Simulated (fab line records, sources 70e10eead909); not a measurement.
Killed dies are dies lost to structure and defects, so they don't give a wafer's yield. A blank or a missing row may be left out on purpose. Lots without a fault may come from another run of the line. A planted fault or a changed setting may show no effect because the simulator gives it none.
Chamber matching | flow nand_harc | NHARC_P_CONTACT_CMP_24 on cmp-04: 4 sister chambers
The step polishes, t overpolish 30 s, target thk 200 nm. 8 wafers are shown with their chamber, then 8 later ones without.

WAFERS WITH THEIR CHAMBER
wafer  | chamber | motor_current_A (A) | time_to_endpoint_s (s)
L079.2 | 0       | 15.4                | 40.1
L079.3 | 3       | 11.8                | 39.3
L079.6 | 0       | 15.1                | 37.4
L082.6 | 1       | 13.7                | 38.6
L086.2 | 1       | 14.9                | 38.3
L086.3 | 2       | 11.4                | 38.8
L086.5 | 3       | 11.9                | 38.4
L089.2 | 2       | 11.1                | 42.7

WAFERS WITHOUT THEIR CHAMBER
wafer  | motor_current_A (A) | time_to_endpoint_s (s)
L089.3 | 12.2                | 41.1
L089.5 | 11.7                | 45.0
L090.1 | 14.2                | 40.9
L090.3 | 11.4                | 41.5
L090.5 | 14.9                | 41.7
L093.2 | 15.8                | 37.9
L093.3 | 11.1                | 38.2
L093.6 | 10.9                | 38.2

WHICH CHAMBER EACH WENT THROUGH
wafer  | from the rows above     | in truth
L089.3 | can't be placed: 3 or 2 | 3
L089.5 | can't be placed: 2 or 3 | 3
L090.1 | can't be placed: 1 or 0 | 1
L090.3 | can't be placed: 2 or 3 | 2
L090.5 | can't be placed: 0 or 1 | 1
L093.2 | 0                       | 0
L093.3 | can't be placed: 2 or 3 | 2
L093.6 | can't be placed: 2 or 3 | 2
Placed correctly: 1 of 8. Can't be placed from these rows: 7 (the true chamber is among the candidates in 7). Placed wrongly: 0.
How it was worked out, from the rows above alone: a wafer's distance from a chamber is the root of the sum, over the readings, of the square of ((its reading less the chamber's mean) divided by the reading's scatter). The wafer belongs to the nearest chamber; if the next one is less than 2 further off, it can't be placed. A chamber's mean is the mean of its shown wafers. The scatter: the root of (the sum of the squares of (reading less its chamber's mean) over the shown wafers, divided by (wafers less chambers)).
